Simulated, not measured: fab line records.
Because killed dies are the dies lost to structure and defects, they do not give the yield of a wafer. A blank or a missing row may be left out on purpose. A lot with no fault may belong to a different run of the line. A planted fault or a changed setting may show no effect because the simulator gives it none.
fab line records	flow nandHarc
[record] lots = 12	wafers = 36	lastDay = 33
route steps=1302 shown A_CONTACT@1084 END@1302
lots untouched by any fault: they come from a run of this same line in which no faults occurred
startH: start of the lot's first displayed wafer, in hours after the record's first day	waitH: time in hours since the lot's previous step	" repeats the value in the row above	L1.1+2: several wafers, shown together as one row	- either no value or no given start	* or withheld: withheld	< > ~ a bound
route shown NAME@n: NAME is a module with steps in the file, n the number in the route of the first one	usual: mean/standard deviation taken from wafers without a fault	same: alike in all rows	chamber/n: place in a boat	sites: the reading at each site	_std_site: the values' standard deviation	_edge_site: inner sites' mean taken away from outer sites' mean	radiusMm: how far each site lies from the wafer's centre	mask NAME#n: copy n	behind: the most recent tool/chamber to have shaped the wafer	hold: why the lot was held/for how many hours/how that ended	device: which transistor (n, p or np) failed to switch	end of line: tests of these same wafers at the route's end	where a step has no rows: the recipe by itself	killed: the dies lost at the first sort to structure and to defects; this is not the yield of the wafer	map: shows each die of a wafer: x if killed, . if not, _ if none is there
set.NAME: the run value of the setting; set.NAME@STEP: its run value at that earlier step	model.NAME: the simulator's own value behind a step, which no gauge read
one table for each step of the route and one row for each wafer, over a sample of lots
services: a tool's chamber out of use, with start hour (startH, from the record's first day; less than 0 if before it), hours out, and reason
[[steps]]
[step NHARC_A_CONTACT_ETCH_30]
[recipe] targetDepthA = 726	timeS = 36.3	cf4FlowSccm = 100	chf3FlowSccm = 30	arFlowSccm = 0	rfW = 500	biasW = 200	chemistry = CF4/CHF3
[usual] biasW = 200.0/0.63	cf4FlowSccm = 99.93/0.3	drypumpMotorCurrentA = 5.8/0.58	oesProductAu = 0.937/0.023	rfVppV = 370.1/2.1	showerheadPlenumPTorr = 1.56/0.054	throttleValvePct = 16.802/0.0092
lot.wafer	tool	chamber	startH	waitH	biasW	cf4FlowSccm	drypumpMotorCurrentA	oesProductAu	rfHoursCounterH	rfVppV	showerheadPlenumPTorr	throttleValvePct
L529.1	rieDiel-01	3	506.27	-	199.2	99.66	5.6	0.934	41	369.6	1.54	16.803
L529.2	"	2	"	"	200.4	100.26	5.2	0.926	33	371.3	1.56	16.806
L529.5	"	3	"	"	200.3	100.01	5.6	0.935	-	371.2	1.54	16.790
L531.1	rieDiel-06	3	522.15	-	199.5	100.08	6.5	0.928	6	371.6	1.60	16.816
L531.3	"	2	"	"	201.3	99.98	5.6	0.905	6	366.3	1.49	16.809
L531.6	"	0	"	"	200.2	99.87	5.0	0.923	-	370.3	1.56	16.813
L534.3	rieDiel-06	1	552.30	-	199.1	99.64	6.2	0.968	11	372.5	1.65	16.797
L534.4	"	2	"	"	200.1	99.91	5.6	0.972	11	367.7	1.49	16.808
L534.6	"	1	"	"	199.7	99.62	6.2	0.976	-	372.9	1.65	16.801
L533.4	rieDiel-13	2	556.09	-	200.1	99.93	5.9	0.911	9	369.0	1.52	16.791
L533.6	"	3	"	"	199.2	100.44	6.2	0.910	-	369.2	1.54	16.800
L533.5	"	0	"	"	199.7	99.63	5.4	0.909	-	370.1	1.58	16.794
L539.2	rieDiel-06	2	607.96	-	199.4	99.78	5.6	0.925	19	365.8	1.48	16.809
L539.1	"	3	"	"	200.6	99.70	6.5	0.937	23	370.6	1.60	16.794
L539.3	"	0	"	"	199.3	99.80	5.0	0.924	24	370.4	1.56	16.795
L538.3	rieDiel-01	3	612.51	-	200.5	100.32	5.6	1.009	16	368.9	1.53	16.811
L538.2	"	0	"	"	200.5	100.61	6.3	0.981	15	368.3	1.50	16.789
L538.5	"	2	"	"	199.0	99.82	5.2	0.968	-	371.0	1.56	16.789
L541.2	rieDiel-06	3	626.43	-	-	-	-	-	-	-	-	-
L541.4	"	1	"	"	-	-	-	-	-	-	-	-
L541.6	"	0	"	"	-	-	-	-	-	-	-	-
L542.2	rieDiel-01	2	639.32	-	-	-	-	-	-	-	-	-
L542.1	"	3	"	"	-	-	-	-	-	-	-	-
L542.6	"	1	"	"	-	-	-	-	-	-	-	-
L544.4	rieDiel-06	3	657.38	-	199.9	100.17	6.5	0.931	32	371.5	1.60	16.807
L544.2	"	0	"	"	201.0	99.36	5.0	0.934	31	371.3	1.55	16.806
L544.5	"	3	"	"	200.0	100.41	6.5	0.923	-	371.1	1.60	16.803
L547.1	rieDiel-01	0	682.11	-	200.3	100.52	6.3	0.952	35	366.8	1.50	16.798
L547.3	"	1	"	"	200.0	100.08	4.8	1.000	33	370.0	1.54	16.786
L547.5	"	3	"	"	199.5	99.61	5.6	0.954	-	368.2	1.53	16.800
L550.1	rieDiel-06	0	724.68	-	200.2	99.46	5.0	0.929	10	369.0	1.55	16.780
L550.4	"	3	"	"	200.3	100.03	6.5	0.923	10	369.9	1.59	16.801
L550.5	"	1	"	"	200.1	99.91	6.2	0.923	-	371.6	1.64	16.819
L552.1	rieDiel-06	2	748.82	-	199.9	99.91	5.6	0.918	14	366.9	1.48	16.794
L552.3	"	0	"	"	200.2	99.83	5.0	0.920	13	370.9	1.55	16.794
L552.4	"	1	"	"	200.7	99.87	6.2	0.918	14	372.5	1.64	16.803
[step NHARC_A_CONTACT_ETCH_134]
[recipe] sourceW = withheld	pressureMtorr = 20	biasV = withheld	timeS = 140	targetDepthA = 7000	arFlowSccm = withheld	c4f8FlowSccm = withheld	o2FlowSccm = withheld	chemistry = C4F8/O2/Ar
[usual] chamberPressureMTorr = 19.999/0.018	oesAirLineAu = 1.004/0.019
lot.wafer	tool	chamber	startH	waitH	chamberPressureMTorr	oesAirLineAu	rfHoursCounterH
L529.1	harCapEtch-03	0	506.88	-	20.016	1.021	45
L529.2	"	1	"	"	20.004	0.963	45
L529.5	"	0	"	"	19.961	1.040	-
L531.1	harCapEtch-03	1	522.79	-	20.011	0.987	46
L531.3	"	1	"	"	19.990	0.998	-
L531.6	"	1	"	"	19.982	0.967	-
L534.3	harCapEtch-03	1	552.97	-	19.995	0.982	-
L534.4	"	0	"	"	20.028	1.021	-
L534.6	"	1	"	"	20.004	0.986	-
L533.4	harCapEtch-02	0	556.74	-	20.018	0.959	-
L533.6	"	0	"	"	20.018	1.007	-
L533.5	"	1	"	"	20.011	1.014	-
L539.1	harCapEtch-03	0	608.55	-	20.007	0.987	62
L539.2	"	1	"	"	20.003	1.012	62
L539.3	"	1	"	"	20.007	1.000	-
L538.2	harCapEtch-02	0	613.14	-	20.007	0.984	107
L538.3	"	0	"	"	20.012	1.022	-
L538.5	"	0	"	"	19.987	1.046	-
L541.2	harCapEtch-03	1	627.06	-	19.984	1.026	65
L541.4	"	1	"	"	19.988	1.013	-
L541.6	"	1	"	"	20.009	1.005	-
L542.2	harCapEtch-01	1	639.91	-	19.997	0.978	23
L542.1	"	0	"	"	19.999	1.007	23
L542.6	"	1	"	"	19.992	1.011	-
L544.2	harCapEtch-03	0	658.02	-	19.993	0.995	71
L544.4	"	0	"	"	20.003	0.993	-
L544.5	"	0	"	"	19.984	1.007	-
L547.1	harCapEtch-03	1	682.74	-	20.002	1.016	75
L547.3	"	0	"	"	20.020	0.970	-
L547.5	"	0	"	"	19.995	0.996	-
L550.1	harCapEtch-01	0	725.32	-	19.979	1.037	40
L550.4	"	0	"	"	20.005	0.989	-
L550.5	"	1	"	"	19.983	1.003	-
L552.1	harCapEtch-03	1	749.42	-	19.974	1.022	86
L552.3	"	1	"	"	19.986	1.017	-
L552.4	"	0	"	"	19.980	0.985	-
[step NHARC_A_CONTACT_ETCH_136]
[recipe] sourceW = withheld	pressureMtorr = 20	biasV = 1200	timeS = 311	targetDepthA = 19120	arFlowSccm = withheld	c4f8FlowSccm = withheld	o2FlowSccm = withheld	chemistry = C4F8/O2/Ar
[usual] chamberPressureMTorr = 19.998/0.02	oesAirLineAu = 0.996/0.019
lot.wafer	tool	chamber	startH	waitH	chamberPressureMTorr	oesAirLineAu	rfHoursCounterH
L529.1	harCapEtch-03	0	507.35	0.2	19.997	1.000	45
L529.2	"	1	"	"	19.994	1.022	45
L529.5	"	0	"	"	20.003	0.989	-
L531.1	harCapEtch-03	1	523.28	0.2	20.024	0.961	46
L531.3	"	1	"	"	19.973	0.977	-
L531.6	"	1	"	"	20.012	0.967	-
L534.3	harCapEtch-03	1	553.47	0.2	19.997	1.022	-
L534.4	"	0	"	"	19.976	0.981	-
L534.6	"	1	"	"	19.960	0.982	-
L533.4	harCapEtch-02	0	557.24	0.2	20.003	1.014	-
L533.6	"	0	"	"	20.016	1.018	-
L533.5	"	1	"	"	19.970	0.997	-
L539.1	harCapEtch-03	0	609.02	0.2	19.997	0.973	62
L539.2	"	1	"	"	20.005	0.993	62
L539.3	"	1	"	"	19.996	0.965	-
L538.2	harCapEtch-02	0	613.63	0.2	19.985	1.009	107
L538.3	"	0	"	"	19.981	1.000	-
L538.5	"	0	"	"	19.974	1.007	-
L541.2	harCapEtch-03	1	627.55	0.2	19.991	0.988	65
L541.4	"	1	"	"	20.016	1.007	-
L541.6	"	1	"	"	20.027	0.994	-
L542.2	harCapEtch-01	1	640.38	0.2	20.013	0.998	23
L542.1	"	0	"	"	19.953	0.986	23
L542.6	"	1	"	"	20.010	1.008	-
L544.2	harCapEtch-03	0	658.66	0.3	19.952	0.988	71
L544.4	"	0	"	"	19.991	0.964	-
L544.5	"	0	"	"	20.008	1.015	-
L547.1	harCapEtch-03	1	683.22	0.2	19.988	0.978	76
L547.3	"	0	"	"	19.998	1.005	-
L547.5	"	0	"	"	20.019	1.003	-
L550.1	harCapEtch-01	0	725.96	0.3	20.014	0.995	40
L550.4	"	0	"	"	20.011	1.006	-
L550.5	"	1	"	"	20.000	0.966	-
L552.1	harCapEtch-03	1	749.89	0.2	20.014	1.013	86
L552.3	"	1	"	"	20.003	0.985	-
L552.4	"	0	"	"	20.002	0.973	-
[step NHARC_A_CONTACT_ETCH_137]
[recipe] sourceW = withheld	pressureMtorr = 20	biasV = 1200	timeS = 311	targetDepthA = 19120	arFlowSccm = withheld	c4f8FlowSccm = withheld	o2FlowSccm = withheld	chemistry = C4F8/O2/Ar
[usual] chamberPressureMTorr = 20.001/0.017	oesAirLineAu = 0.999/0.022
lot.wafer	tool	chamber	startH	waitH	chamberPressureMTorr	oesAirLineAu	rfHoursCounterH
L529.1	harCapEtch-03	0	507.62	0.2	20.009	0.965	45
L529.2	"	1	"	"	19.999	1.029	45
L529.5	"	0	"	"	19.991	0.984	-
L531.1	harCapEtch-03	1	523.55	0.2	19.973	0.989	47
L531.3	"	1	"	"	20.011	1.004	-
L531.6	"	1	"	"	20.004	1.000	-
L534.3	harCapEtch-03	1	553.74	0.2	20.012	0.986	-
L534.4	"	0	"	"	20.014	0.990	-
L534.6	"	1	"	"	20.008	0.993	-
L533.4	harCapEtch-02	0	557.50	0.2	19.991	1.024	-
L533.6	"	0	"	"	20.017	1.011	-
L533.5	"	1	"	"	20.004	0.979	-
L539.1	harCapEtch-03	0	609.29	0.2	19.973	1.039	63
L539.2	"	1	"	"	19.976	1.049	63
L539.3	"	1	"	"	19.993	1.021	-
L538.2	harCapEtch-02	0	613.90	0.2	20.003	1.014	107
L538.3	"	0	"	"	20.003	1.011	-
L538.5	"	0	"	"	20.012	0.999	-
L541.2	harCapEtch-03	1	627.82	0.2	20.013	0.974	65
L541.4	"	1	"	"	20.007	1.024	-
L541.6	"	1	"	"	19.988	1.010	-
L542.2	harCapEtch-01	1	640.66	0.2	19.994	1.009	24
L542.1	"	0	"	"	19.992	1.013	24
L542.6	"	1	"	"	20.012	0.996	-
L544.2	harCapEtch-03	0	659.02	0.3	20.023	0.958	71
L544.4	"	0	"	"	19.958	0.968	-
L544.5	"	0	"	"	20.034	0.965	-
L547.1	harCapEtch-03	1	683.49	0.2	19.970	1.021	76
L547.3	"	0	"	"	19.976	0.988	-
L547.5	"	0	"	"	20.001	1.002	-
L550.1	harCapEtch-01	0	726.33	0.3	19.994	0.995	41
L550.4	"	0	"	"	19.993	0.998	-
L550.5	"	1	"	"	20.010	1.034	-
L552.1	harCapEtch-03	1	750.17	0.2	20.015	0.991	87
L552.3	"	1	"	"	20.001	1.026	-
L552.4	"	0	"	"	20.017	1.048	-
[step NHARC_END_SORT_01]
[recipe] tempC = 25
[usual] killedAtArray = 55/17	killedAtOther = 0.9/1.2	killedAtPeriphery = 3.7/2.5	killedDies = 59/18	killedOpen = 3.4/1.9	killedShort = 2.6/1.6
[same] grossDies = 677
lot.wafer	tool	chamber	startH	waitH	killedAtArray	killedAtOther	killedAtPeriphery	killedDies	killedOpen	killedShort
L541.2	prober-02	0	678.98	2.8	677	0	0	677	2	3
L541.4	prober-02	0	680.62	3.5	673	0	4	677	0	1
L541.6	prober-02	0	682.25	4.1	670	1	6	677	4	0
L542.1	prober-01	0	690.52	2.5	673	2	2	677	1	0
L542.2	prober-01	0	691.32	2.8	672	3	2	677	6	4
L542.6	prober-01	0	694.54	4.0	676	0	1	677	2	2
// killed by level:class
L541.2 A_CONTACT:areaEtch=615 A_CHANNEL_HOLE_D1:chamberFilmFlake=32 A_CHANNEL_HOLE_D2:chamberFilmFlake=12 A_SGD_CUT:chamberFilmFlake=7 A_STAIRCASE:chamberFilmFlake=4 A_ONON_D2:geometricParticle:short=1 A_CHANNEL_FILL_D2:geometricParticle:short=1 A_CHANNEL_FILL_D2:geometricParticle:open=1
L541.4 A_CONTACT:areaEtch=611 A_CHANNEL_HOLE_D1:chamberFilmFlake=36 A_CHANNEL_HOLE_D2:chamberFilmFlake=16 A_SLIT:chamberFilmFlake=3 A_STAIRCASE:chamberFilmFlake=3 P_ZERO_WELL:chamberFilmFlake=2 P_CONTACT:chamberFilmFlake=2 A_SGD_CUT:chamberFilmFlake=2
L541.6 A_CONTACT:areaEtch=616 A_CHANNEL_HOLE_D1:chamberFilmFlake=29 A_CHANNEL_HOLE_D2:chamberFilmFlake=12 A_STAIRCASE:chamberFilmFlake=6 P_CONTACT:chamberFilmFlake=4 A_WL_FILL:geometricParticle:open=2 P_M0:geometricParticle:open=1 A_ONON_D1:geometricParticle:open=1
L542.1 A_CONTACT:areaEtch=613 A_CHANNEL_HOLE_D1:chamberFilmFlake=33 A_CHANNEL_HOLE_D2:chamberFilmFlake=18 A_ZERO_WELL:chamberFilmFlake=3 A_STAIRCASE:chamberFilmFlake=3 THIN_TSV:chamberFilmFlake=2 A_WL_FILL:geometricParticle:open=1 P_ZERO_WELL:chamberFilmFlake=1
L542.2 A_CONTACT:areaEtch=605 A_CHANNEL_HOLE_D1:chamberFilmFlake=30 A_CHANNEL_HOLE_D2:chamberFilmFlake=13 A_CONTACT:chamberFilmFlake=5 A_BLC:geometricParticle:open=3 A_BLC:chamberFilmFlake=3 A_STAIRCASE:chamberFilmFlake=3 THIN_TSV:chamberFilmFlake=3
L542.6 A_CONTACT:areaEtch=621 A_CHANNEL_HOLE_D1:chamberFilmFlake=28 A_CHANNEL_HOLE_D2:chamberFilmFlake=15 A_STAIRCASE:chamberFilmFlake=4 P_M1:geometricParticle:open=1 A_SOURCE_PLATE:geometricParticle:open=1 A_CHANNEL_HOLE_D1:geometricParticle:short=1 A_DECK1_JOINT:geometricParticle:short=1
[[services]]
tool	chamber	startH	hours	kind
rieDiel-06	-	484.24	9.0	pm
rieDiel-06	0	484.24	9.0	ventCycle
rieDiel-06	1	484.24	9.0	ventCycle
rieDiel-06	2	484.24	9.0	ventCycle
rieDiel-06	3	484.24	9.0	ventCycle
rieDiel-06	0	493.24	-	clean
rieDiel-06	1	493.24	-	clean
rieDiel-06	2	493.24	-	clean
harCapEtch-01	-	497.00	17.0	pm
harCapEtch-02	-	515.90	0.5	repair
rieDiel-13	-	519.00	9.0	pm
rieDiel-01	-	539.76	0.4	repair
rieDiel-01	-	560.59	9.0	pm
rieDiel-06	2	586.16	8.3	repair
harCapEtch-01	-	624.35	0.1	repair
harCapEtch-03	-	648.00	0.6	repair
rieDiel-13	3	648.51	3.9	repair
rieDiel-06	-	661.24	9.0	pm
rieDiel-01	1	671.97	9.8	repair
rieDiel-13	-	696.00	9.0	pm
rieDiel-01	3	716.07	5.5	repair
rieDiel-01	0	732.07	7.7	repair
rieDiel-01	-	737.59	9.0	pm
harCapEtch-01	-	742.47	0.1	repair
[[key]]
[firstSign] step = NHARC_A_CONTACT_ETCH_30	reading = toolRecord	direction = missing
[effect] step = NHARC_END_SORT_01	reading = killedAtArray	direction = up	sigmas = 36	usual = 55	struck = 674
[moreKillsBornAt] NHARC_A_CONTACT_ETCH_30@rieDiel-06 = 1839	NHARC_A_CONTACT_ETCH_30@rieDiel-01 = 1839
metAt NHARC_A_CONTACT_ETCH_30
struckLots L541,L542
laterRowsLeftOut L541.2,L541.4,L541.6,L542.1,L542.2,L542.6
testerLeftOut L541,L542
notActingAt NHARC_A_CONTACT_ETCH_134,NHARC_A_CONTACT_ETCH_136,NHARC_A_CONTACT_ETCH_137
onsetBetween 612.51 626.43
[fault] kind = skippedStepWhole	tool = rieDiel-01,rieDiel-06	chamber = -	onsetH = 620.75	steps = NHARC_A_CONTACT_ETCH_30	scope = struckLotsOnly
// testerLeftOut: of these lots the tester's yield and bins aren't shown, on N5 and GAA mostly nor the transistor test; their killed dies are dies lost to structure and defects alone, not to doping, threshold or leakage, so they don't give the yield
// laterRowsLeftOut: the simulator's readings of these wafers behind a module that went badly wrong aren't trusted and aren't shown, but for the sort
